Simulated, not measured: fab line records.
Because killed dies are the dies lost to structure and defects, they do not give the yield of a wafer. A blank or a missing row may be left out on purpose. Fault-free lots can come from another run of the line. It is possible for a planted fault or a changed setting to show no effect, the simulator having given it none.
fab line records :: flow n5-finfet
record
  lots=4
  wafers=12
  last-day=17
route steps=1938 shown WELL_APT@21 PMOS_HMC_CHANNEL_EPI@57 BEOL_M4@1111 PASSIVATION@1936
lots untouched by any fault: they come from a run of this same line in which no faults occurred
start-h: start of the lot's first displayed wafer, in hours after the record's first day :: wait-h: how many hours have passed since the lot's step before this one :: " identical to the entry in the row above :: L1.1+2: a row that stands for several wafers :: - no value, or no start was given :: * or withheld: withheld :: < > ~ a bound
route shown NAME@n: NAME is a module with steps in the file, n the number in the route of the first one :: usual: average and standard deviation across the fault-free wafers :: same: alike in all rows :: chamber/n: place in a boat :: sites: each site's reading :: _std_site: the standard deviation of these :: _edge_site: mean of outer sites minus mean of inner sites :: radius-mm: how far each site lies from the wafer's centre :: mask NAME#n: copy n :: behind: the tool/chamber that last shaped the wafer :: hold: cause of the lot's hold/its duration in hours/its outcome :: device: whichever transistor did not switch (one of n, p or np) :: end of line: the same wafers' tests at the end of the route :: where a step has no rows: the recipe by itself :: killed: not the wafer's yield, but the dies lost to structure and defects at the first sort :: map: a wafer's dies, x killed, . not, _ none there
set.NAME: setting as actually run; set.NAME@STEP: the setting as run at that earlier step :: model.NAME: the simulator's own value behind a step, which no gauge read
lots seen at some steps along the route; tables by step, rows by wafer
services: from which hour (start-h, from the record's first day; less than 0 if before it) a tool's chamber was out of use, for how many hours, and why
## steps
# step N5_WELL_APT_COAT_02
# recipe
  spin-rpm=1357
  resist-thk-nm=950
# step N5_WELL_APT_EBR_04
# recipe
  solvent=PGMEA
  ebr-width-mm=1.5
# step N5_WELL_APT_SOFTBAKE_03
# recipe
  temp-c=130
  time-s=60
# step N5_WELL_APT_EXPOSE_05
# recipe
  mask-id=NWELL
  na=0.8
  source-shape=conventional
  sigma-outer=0.8
  polarization=unpolarized
  defocus-nm=0
  target-cd-nm=200
  dose-mj=20.3
# step N5_WELL_APT_PEB_06
# recipe
  peb-temp-c=130
  peb-time-s=90
# step N5_WELL_APT_DEVELOP_07
# recipe
  develop-time-s=45
  rinse-liquid=surfactant-rinse
  dry=air-spin
  dev-temp-c=21
# step N5_WELL_APT_HARDBAKE_12
# recipe
  temp-c=130
  time-s=120
# step N5_WELL_APT_DESCUM_13
# recipe
  chemistry=O2
  time-s=7.9
  source-power-w=50
  bias-power-w=20
  pressure-mtorr=20
  rf-frequency-hz=2.712e+07
  temp-c=40
  o2-flow-sccm=225
# step N5_WELL_APT_IMPLANT_14
# recipe
  species=P
  energy-kev=160
  dose-cm2=1.5e+13
  tilt-deg=0
  rotation-deg=0
# step N5_WELL_APT_IMPLANT_15
# recipe
  species=As
  energy-kev=25
  dose-cm2=1.5e+13
  tilt-deg=0
  rotation-deg=0
# usual
  tilt-deg=0.004/0.018
lot.wafer: L249.1
tool: implanter-02
chamber: 0
start-h: 13.92
wait-h: 0.1
tilt-deg: 0.023
model.implant.rp-nm: 19.01
model.implant.drp-nm: 8.457

lot.wafer: L249.2
tool: implanter-02
chamber: 0
start-h: 13.92
wait-h: 0.1
tilt-deg: -0.017
model.implant.rp-nm: 19.01
model.implant.drp-nm: 8.457

lot.wafer: L249.3
tool: implanter-02
chamber: 0
start-h: 13.92
wait-h: 0.1
tilt-deg: 0.018
model.implant.rp-nm: 19.01
model.implant.drp-nm: 8.457

lot.wafer: L258.2
tool: implanter-01
chamber: 0
start-h: 68.14
wait-h: 0.1
tilt-deg: -0.023
model.implant.rp-nm: 18.67
model.implant.drp-nm: 8.457

lot.wafer: L258.3
tool: implanter-01
chamber: 0
start-h: 68.14
wait-h: 0.1
tilt-deg: 0.013
model.implant.rp-nm: 18.67
model.implant.drp-nm: 8.457

lot.wafer: L258.4
tool: implanter-01
chamber: 0
start-h: 68.14
wait-h: 0.1
tilt-deg: -0.003
model.implant.rp-nm: 18.67
model.implant.drp-nm: 8.457

lot.wafer: L267.1
tool: implanter-02
chamber: 0
start-h: 122.05
wait-h: 0.1
tilt-deg: 0.012
model.implant.rp-nm: 32.1
model.implant.drp-nm: 14.87

lot.wafer: L267.3
tool: implanter-02
chamber: 0
start-h: 122.05
wait-h: 0.1
tilt-deg: 0.006
model.implant.rp-nm: 32.1
model.implant.drp-nm: 14.87

lot.wafer: L267.4
tool: implanter-02
chamber: 0
start-h: 122.05
wait-h: 0.1
tilt-deg: -0.014
model.implant.rp-nm: 32.1
model.implant.drp-nm: 14.87

lot.wafer: L268.2
tool: implanter-02
chamber: 0
start-h: 128.08
wait-h: 0.1
tilt-deg: -0.009
model.implant.rp-nm: 32.1
model.implant.drp-nm: 14.87

lot.wafer: L268.3
tool: implanter-02
chamber: 0
start-h: 128.08
wait-h: 0.1
tilt-deg: -0.042
model.implant.rp-nm: 32.1
model.implant.drp-nm: 14.87

lot.wafer: L268.6
tool: implanter-02
chamber: 0
start-h: 128.08
wait-h: 0.1
tilt-deg: -0.028
model.implant.rp-nm: 32.1
model.implant.drp-nm: 14.87
# step N5_WELL_APT_STRIP_16
# recipe
  chemistry=SPM
  time-s=900
  temp-c=130
  h2so4-h2o2-vol-ratio=4
  dry=ipa-marangoni
# step N5_WELL_APT_HMDS_18
# recipe
  time-s=60
  temp-c=120
# step N5_WELL_APT_COAT_19
# recipe
  spin-rpm=1357
  resist-thk-nm=950
# step N5_WELL_APT_EBR_21
# recipe
  solvent=PGMEA
  ebr-width-mm=1.5
# step N5_WELL_APT_SOFTBAKE_20
# recipe
  temp-c=130
  time-s=60
# step N5_WELL_APT_EXPOSE_22
# recipe
  mask-id=PWELL
  na=0.8
  source-shape=conventional
  sigma-outer=0.8
  polarization=unpolarized
  defocus-nm=0
  target-cd-nm=200
  dose-mj=23.2
# step N5_WELL_APT_PEB_23
# recipe
  peb-temp-c=130
  peb-time-s=90
# step N5_WELL_APT_DEVELOP_24
# recipe
  develop-time-s=45
  rinse-liquid=surfactant-rinse
  dry=air-spin
  dev-temp-c=21
# step N5_WELL_APT_HARDBAKE_29
# recipe
  temp-c=130
  time-s=120
# step N5_WELL_APT_DESCUM_30
# recipe
  chemistry=O2
  time-s=7.9
  source-power-w=50
  bias-power-w=20
  pressure-mtorr=20
  rf-frequency-hz=2.712e+07
  temp-c=40
  o2-flow-sccm=225
# step N5_WELL_APT_IMPLANT_31
# recipe
  species=B
  energy-kev=60
  dose-cm2=1.5e+13
  tilt-deg=0
  rotation-deg=0
# step N5_WELL_APT_IMPLANT_32
# recipe
  species=BF2
  energy-kev=50
  dose-cm2=2e+13
  tilt-deg=0
  rotation-deg=0
# step N5_WELL_APT_STRIP_33
# recipe
  chemistry=SPM
  time-s=900
  temp-c=130
  h2so4-h2o2-vol-ratio=4
  dry=ipa-marangoni
# step N5_WELL_APT_RTA_34
# recipe
  temp-c=1000
  time-s=10
  ambient=N2
  idle-temp-c=600
  ramp-up-c-per-s=150
  ramp-down-c-per-s=60
  cool-to-c=600
# step N5_WELL_APT_OXIDE_STRIP_42
# recipe
  chemistry=dHF
  dilution=25:1
  time-s=45
  temp-c=25
  target=SiO2
  target-depth-a=120
# step N5_WELL_APT_PRECLEAN_36
# recipe
  chemistry=O3/DIW
  time-s=45
  temp-c=22
  o3-ppm=10
# step N5_WELL_APT_PRECLEAN_39
# recipe
  chemistry=dHF
  time-s=60
  dilution=150:1
  temp-c=25
# step N5_WELL_APT_SRD_37
# recipe
  dry=ipa-marangoni
  do-ppb=5
  time-s=30
  temp-c=23
  rinse-liquid=diw
# step N5_WELL_APT_EPI_41
# recipe
  material=Si
  target-thk-a=500
  temp-c=650
  precursor=SiH4/H2
  pressure-torr=20
  time-s=297.7
# step N5_PMOS_HMC_CHANNEL_EPI_HM_DEP_34
# recipe
  material=SiO2
  target-thk-a=360
  temp-c=400
  precursor=TEOS/O2
  pressure-torr=6.5
  rf-w=900
  teos-flow-sccm=161.4
  gas=O2
  flow-sccm=2650
  time-s=6.9
# step N5_PMOS_HMC_CHANNEL_EPI_COAT_31
# recipe
  resist=BARC
  temp-c=205
  time-s=60
  spin-rpm=1500
  resist-thk-nm=66
# step N5_PMOS_HMC_CHANNEL_EPI_COAT_03
# recipe
  resist=CAR-ArF-block
  spin-rpm=1500
  resist-thk-nm=205
# step N5_PMOS_HMC_CHANNEL_EPI_EBR_05
# recipe
  solvent=PGMEA
  ebr-width-mm=1.5
# step N5_PMOS_HMC_CHANNEL_EPI_SOFTBAKE_04
# recipe
  temp-c=110
  time-s=60
  resist=CAR-ArF-block
# step N5_PMOS_HMC_CHANNEL_EPI_EXPOSE_06
# recipe
  mask-id=PMOS_HMC_BLK
  na=1.35
  source-shape=conventional
  sigma-outer=0.8
  polarization=unpolarized
  target-cd-nm=240
  dose-mj=41
# step N5_BEOL_M4_RC_MEAS_101
# usual
  CJ_P=5.85/0.19
  DIBL_N=36.7/1.8
  DIBL_P=37.0/2.4
  IOFF_N=0.17/0.036
  IOFF_P=0.22/0.042
  ION_N=673/12
  ION_P=462/8.5
  RS_NWELL=1036/7.1
  SS_N=71.7/0.62
  SS_P=73.4/0.65
  VT_N=250/3.7
  VT_P=-250/3.7
lot.wafer: L249.1
tool: prober-01
chamber: 0
start-h: 190.36
wait-h: 0.0
CJ_P: 5.47
DIBL_N[mV/V]: 37.9
DIBL_P[mV/V]: 39.0
IOFF_N[nA/um]: 0.20
IOFF_P[nA/um]: 0.23
ION_N[uA/um]: 675
ION_P[uA/um]: 453
RS_NWELL[ohm/sq]: 1035
SS_N[mV/dec]: 72.1
SS_P[mV/dec]: 73.8
VT_N[mV]: 246
VT_P[mV]: -251

lot.wafer: L249.2
tool: prober-01
chamber: 0
start-h: 190.36
wait-h: 0.0
CJ_P: 5.48
DIBL_N[mV/V]: 37.4
DIBL_P[mV/V]: 39.0
IOFF_N[nA/um]: 0.18
IOFF_P[nA/um]: 0.23
ION_N[uA/um]: 671
ION_P[uA/um]: 455
RS_NWELL[ohm/sq]: 1031
SS_N[mV/dec]: 71.9
SS_P[mV/dec]: 73.9
VT_N[mV]: 246
VT_P[mV]: -250

lot.wafer: L249.3
tool: prober-01
chamber: 0
start-h: 190.36
wait-h: 0.0
CJ_P: 5.51
DIBL_N[mV/V]: 37.7
DIBL_P[mV/V]: 38.8
IOFF_N[nA/um]: 0.18
IOFF_P[nA/um]: 0.22
ION_N[uA/um]: 686
ION_P[uA/um]: 464
RS_NWELL[ohm/sq]: 1032
SS_N[mV/dec]: 72.0
SS_P[mV/dec]: 73.7
VT_N[mV]: 247
VT_P[mV]: -251

lot.wafer: L258.2
tool: prober-01
chamber: 0
start-h: 237.86
wait-h: 0.2
CJ_P: 6.02
DIBL_N[mV/V]: 38.3
DIBL_P[mV/V]: 38.7
IOFF_N[nA/um]: 0.21
IOFF_P[nA/um]: 0.30
ION_N[uA/um]: 680
ION_P[uA/um]: 474
RS_NWELL[ohm/sq]: 1034
SS_N[mV/dec]: 72.5
SS_P[mV/dec]: 73.0
VT_N[mV]: 247
VT_P[mV]: -242

lot.wafer: L258.3
tool: prober-01
chamber: 0
start-h: 237.86
wait-h: 0.2
CJ_P: 5.66
DIBL_N[mV/V]: 34.6
DIBL_P[mV/V]: 34.8
IOFF_N[nA/um]: 0.15
IOFF_P[nA/um]: 0.23
ION_N[uA/um]: 677
ION_P[uA/um]: 479
RS_NWELL[ohm/sq]: 1046
SS_N[mV/dec]: 71.1
SS_P[mV/dec]: 72.4
VT_N[mV]: 247
VT_P[mV]: -241

lot.wafer: L258.4
tool: prober-01
chamber: 0
start-h: 237.86
wait-h: 0.2
CJ_P: 6.04
DIBL_N[mV/V]: 36.7
DIBL_P[mV/V]: 37.2
IOFF_N[nA/um]: 0.18
IOFF_P[nA/um]: 0.27
ION_N[uA/um]: 677
ION_P[uA/um]: 472
RS_NWELL[ohm/sq]: 1028
SS_N[mV/dec]: 71.8
SS_P[mV/dec]: 73.1
VT_N[mV]: 248
VT_P[mV]: -245

lot.wafer: L267.1
tool: prober-02
chamber: 0
start-h: 286.97
wait-h: 0.0
CJ_P: 3.71
DIBL_N[mV/V]: 36.8
DIBL_P[mV/V]: 33.4
IOFF_N[nA/um]: 0.16
IOFF_P[nA/um]: 0.20
ION_N[uA/um]: 669
ION_P[uA/um]: 460
RS_NWELL[ohm/sq]: 1015
SS_N[mV/dec]: 72.3
SS_P[mV/dec]: 72.6
VT_N[mV]: 248
VT_P[mV]: -246

lot.wafer: L267.3
tool: prober-02
chamber: 0
start-h: 286.97
wait-h: 0.0
CJ_P: 4.11
DIBL_N[mV/V]: 36.5
DIBL_P[mV/V]: 35.4
IOFF_N[nA/um]: 0.17
IOFF_P[nA/um]: 0.23
ION_N[uA/um]: 688
ION_P[uA/um]: 470
RS_NWELL[ohm/sq]: 1016
SS_N[mV/dec]: 71.5
SS_P[mV/dec]: 73.2
VT_N[mV]: 247
VT_P[mV]: -248

lot.wafer: L267.4
tool: prober-02
chamber: 0
start-h: 286.97
wait-h: 0.0
CJ_P: 4.01
DIBL_N[mV/V]: 37.0
DIBL_P[mV/V]: 35.2
IOFF_N[nA/um]: 0.17
IOFF_P[nA/um]: 0.22
ION_N[uA/um]: 674
ION_P[uA/um]: 467
RS_NWELL[ohm/sq]: 1026
SS_N[mV/dec]: 71.5
SS_P[mV/dec]: 73.1
VT_N[mV]: 248
VT_P[mV]: -250

lot.wafer: L268.2
tool: prober-02
chamber: 0
start-h: 300.88
wait-h: 0.2
CJ_P: 4.13
DIBL_N[mV/V]: 40.0
DIBL_P[mV/V]: 40.5
IOFF_N[nA/um]: 0.22
IOFF_P[nA/um]: 0.26
ION_N[uA/um]: 682
ION_P[uA/um]: 469
RS_NWELL[ohm/sq]: 1013
SS_N[mV/dec]: 72.5
SS_P[mV/dec]: 73.9
VT_N[mV]: 244
VT_P[mV]: -250

lot.wafer: L268.3
tool: prober-02
chamber: 0
start-h: 300.88
wait-h: 0.2
CJ_P: 4.05
DIBL_N[mV/V]: 36.4
DIBL_P[mV/V]: 37.1
IOFF_N[nA/um]: 0.14
IOFF_P[nA/um]: 0.23
ION_N[uA/um]: 673
ION_P[uA/um]: 462
RS_NWELL[ohm/sq]: 1011
SS_N[mV/dec]: 71.1
SS_P[mV/dec]: 73.5
VT_N[mV]: 251
VT_P[mV]: -251

lot.wafer: L268.6
tool: prober-02
chamber: 0
start-h: 300.88
wait-h: 0.2
CJ_P: 4.22
DIBL_N[mV/V]: 39.1
DIBL_P[mV/V]: 39.1
IOFF_N[nA/um]: 0.19
IOFF_P[nA/um]: 0.24
ION_N[uA/um]: 690
ION_P[uA/um]: 467
RS_NWELL[ohm/sq]: 1012
SS_N[mV/dec]: 72.5
SS_P[mV/dec]: 73.9
VT_N[mV]: 247
VT_P[mV]: -250
# step N5_PASSIVATION_PROBE_49
# usual
  defect-limited-yield=91.1/1.4
  killed_at_M0_to_M3=32/9.3
  killed_at_M4_up=13/5.8
  killed-at-contacts=12/6.3
  killed-at-front-end=44/12
  killed-at-other=3.6/2.7
  killed-dies=104/17
  killed-on-rim=14/3.9
  killed-open=69/13
  killed-short=34/6.9
  sort_bin_5_function=5.2/0.98
  sort_bin_6_memory=3.3/0.59
  sort-n-pass=1075/17
  sort-yield-pct=91.1/1.4
# same
  gross-dies=1180
  killed-at-back-side=0
  sort_bin_4_leakage[%]=0
  sort_bin_8_speed[%]=0
lot.wafer: L258.2
tool: prober-02
chamber: -
start-h: 340.37
wait-h: 0.1
defect-limited-yield[%]: 90.3
killed_at_M0_to_M3: 45
killed_at_M4_up: 11
killed-at-contacts: 11
killed-at-front-end: 46
killed-at-other: 2
killed-dies: 115
killed-on-rim: 11
killed-open: 76
killed-short: 38
sort_bin_5_function[%]: 6.7
sort_bin_6_memory[%]: 2.8
sort-n-pass: 1065
sort-yield-pct[%]: 90.3

lot.wafer: L267.4
tool: prober-01
chamber: -
start-h: 392.30
wait-h: 0.2
defect-limited-yield[%]: 90.5
killed_at_M0_to_M3: 27
killed_at_M4_up: 15
killed-at-contacts: 21
killed-at-front-end: 43
killed-at-other: 6
killed-dies: 112
killed-on-rim: 17
killed-open: 77
killed-short: 32
sort_bin_5_function[%]: 5.4
sort_bin_6_memory[%]: 3.5
sort-n-pass: 1068
sort-yield-pct[%]: 90.5
# killed by level:class
L258.2 STI_FIN_REVEAL:geometric-particle:open=14 MOL_CONTACT_COAG:geometric-particle:open=10 BEOL_M0_SAQP:geometric-particle:open=10 FIN_SAQP:geometric-particle:short=8 FIN_SAQP:geometric-particle:open=7 BEOL_M0_SAQP:geometric-particle:short=7 BEOL_M3:geometric-particle:open=7 BEOL_M2:geometric-particle:open=6
L267.4 MOL_CONTACT_COAG:geometric-particle:open=18 FIN_SAQP:geometric-particle:open=10 BEOL_M0_SAQP:geometric-particle:short=8 BEOL_M7:geometric-particle:open=8 GATE_CUT:geometric-particle:short=7 BEOL_M2:geometric-particle:open=7 FIN_SAQP:geometric-particle:short=6 STI_FIN_REVEAL:geometric-particle:open=6
## services
tool: implanter-02
chamber: -
start-h: -9.86
hours: 1.8
kind: repair

tool: implanter-02
chamber: -
start-h: 52.00
hours: 4.2
kind: repair

tool: implanter-01
chamber: -
start-h: 57.90
hours: 0.6
kind: repair

tool: implanter-01
chamber: -
start-h: 102.77
hours: 2.9
kind: repair
## key
first-sign
  step=N5_BEOL_M4_RC_MEAS_101
  reading=CJ_P
  direction=down
  sigmas=9.7
  usual=5.85
  struck=4.04
effect
  step=N5_BEOL_M4_RC_MEAS_101
  reading=RS_NWELL
  direction=down
  sigmas=3
  usual=1036
  struck=1015
model-effect
  step=N5_WELL_APT_IMPLANT_15
  value=implant.rp-nm
  without=18.49
  struck=32.1
met-at N5_WELL_APT_IMPLANT_15
struck-wafers L267.1,L267.3,L267.4,L268.2,L268.3,L268.6
onset-between 13.92 122.05
also-fits time
fault
  kind=wrong-recipe-download
  tool=implanter-01,implanter-02
  chamber=-
  onset-h=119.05
  steps=N5_WELL_APT_IMPLANT_15
  wrong-recipe.not-listed=1
